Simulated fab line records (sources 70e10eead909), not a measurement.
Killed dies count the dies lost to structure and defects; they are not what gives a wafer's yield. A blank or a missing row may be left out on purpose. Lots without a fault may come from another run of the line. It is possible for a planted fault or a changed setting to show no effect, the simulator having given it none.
Matching of chambers / flow nand harc / 4 sister chambers for NHARC_P_GATE_DESCUM_48 on rie diel-09
The step chemistry O2, time 3 s. 16 wafers are shown with their chamber, then 8 later ones without.

WAFERS PAIRED WITH THEIR CHAMBERS
wafer=L074.2; chamber=3; showerhead plenum p Torr (Torr)=1.91; drypump motor current A (A)=6.3; rf vpp V (V)=55.4
wafer=L074.3; chamber=1; showerhead plenum p Torr (Torr)=1.94; drypump motor current A (A)=6.2; rf vpp V (V)=57.5
wafer=L074.4; chamber=0; showerhead plenum p Torr (Torr)=1.84; drypump motor current A (A)=5.6; rf vpp V (V)=57.3
wafer=L079.1; chamber=0; showerhead plenum p Torr (Torr)=1.83; drypump motor current A (A)=5.6; rf vpp V (V)=56.8
wafer=L079.3; chamber=3; showerhead plenum p Torr (Torr)=1.91; drypump motor current A (A)=6.3; rf vpp V (V)=56.2
wafer=L079.6; chamber=2; showerhead plenum p Torr (Torr)=1.98; drypump motor current A (A)=6.0; rf vpp V (V)=58.5
wafer=L080.2; chamber=1; showerhead plenum p Torr (Torr)=1.94; drypump motor current A (A)=6.2; rf vpp V (V)=58.8
wafer=L080.3; chamber=2; showerhead plenum p Torr (Torr)=1.98; drypump motor current A (A)=6.0; rf vpp V (V)=57.2
wafer=L080.5; chamber=2; showerhead plenum p Torr (Torr)=1.98; drypump motor current A (A)=6.0; rf vpp V (V)=58.6
wafer=L083.1; chamber=2; showerhead plenum p Torr (Torr)=1.98; drypump motor current A (A)=5.9; rf vpp V (V)=57.7
wafer=L083.3; chamber=1; showerhead plenum p Torr (Torr)=1.94; drypump motor current A (A)=6.2; rf vpp V (V)=58.7
wafer=L083.4; chamber=3; showerhead plenum p Torr (Torr)=1.91; drypump motor current A (A)=6.3; rf vpp V (V)=56.5
wafer=L086.1; chamber=0; showerhead plenum p Torr (Torr)=1.83; drypump motor current A (A)=5.6; rf vpp V (V)=56.1
wafer=L086.4; chamber=0; showerhead plenum p Torr (Torr)=1.83; drypump motor current A (A)=5.6; rf vpp V (V)=57.1
wafer=L086.6; chamber=2; showerhead plenum p Torr (Torr)=1.98; drypump motor current A (A)=6.0; rf vpp V (V)=58.1
wafer=L089.4; chamber=2; showerhead plenum p Torr (Torr)=1.98; drypump motor current A (A)=6.0; rf vpp V (V)=57.7

SIGNATURES (means of the wafers above)
reading=showerhead plenum p Torr; chamber 0=1.8325; chamber 1=1.9400; chamber 2=1.9800; chamber 3=1.9100; scatter within a chamber=0.0025
reading=drypump motor current A; chamber 0=5.600; chamber 1=6.200; chamber 2=5.983; chamber 3=6.300; scatter within a chamber=0.0264
reading=rf vpp V; chamber 0=56.825; chamber 1=58.333; chamber 2=57.967; chamber 3=56.033; scatter within a chamber=0.574
Rule: for a wafer and a chamber, the distance is found by dividing, reading by reading, the gap between the wafer's reading and the chamber's mean by the reading's scatter, squaring, summing and taking the root. If the next closest chamber is less than 2 further off than the closest, the wafer can't be placed; otherwise it belongs to the closest. How the scatter is found: for the shown wafers, subtract from each reading the mean of its chamber, square and add these, divide the total by (wafers less chambers), then take the root.

WAFERS MISSING THEIR CHAMBER
wafer=L089.5; showerhead plenum p Torr (Torr)=1.83; drypump motor current A (A)=5.6; rf vpp V (V)=58.9
wafer=L089.6; showerhead plenum p Torr (Torr)=1.91; drypump motor current A (A)=6.3; rf vpp V (V)=56.8
wafer=L094.1; showerhead plenum p Torr (Torr)=1.91; drypump motor current A (A)=6.3; rf vpp V (V)=58.6
wafer=L094.3; showerhead plenum p Torr (Torr)=1.94; drypump motor current A (A)=6.2; rf vpp V (V)=57.8
wafer=L094.4; showerhead plenum p Torr (Torr)=1.83; drypump motor current A (A)=5.7; rf vpp V (V)=58.1
wafer=L097.1; showerhead plenum p Torr (Torr)=1.98; drypump motor current A (A)=6.0; rf vpp V (V)=58.9
wafer=L097.3; showerhead plenum p Torr (Torr)=1.83; drypump motor current A (A)=5.6; rf vpp V (V)=56.8
wafer=L097.4; showerhead plenum p Torr (Torr)=1.91; drypump motor current A (A)=6.3; rf vpp V (V)=57.3

CHAMBER TAKEN BY EACH
wafer=L089.5; from the rows above=0; in truth=0
wafer=L089.6; from the rows above=3; in truth=3
wafer=L094.1; from the rows above=3; in truth=3
wafer=L094.3; from the rows above=1; in truth=1
wafer=L094.4; from the rows above=0; in truth=0
wafer=L097.1; from the rows above=2; in truth=2
wafer=L097.3; from the rows above=0; in truth=0
wafer=L097.4; from the rows above=3; in truth=3
Correct placement for 8 of the 8. Not placeable from these rows: 0. Placed wrongly: 0.
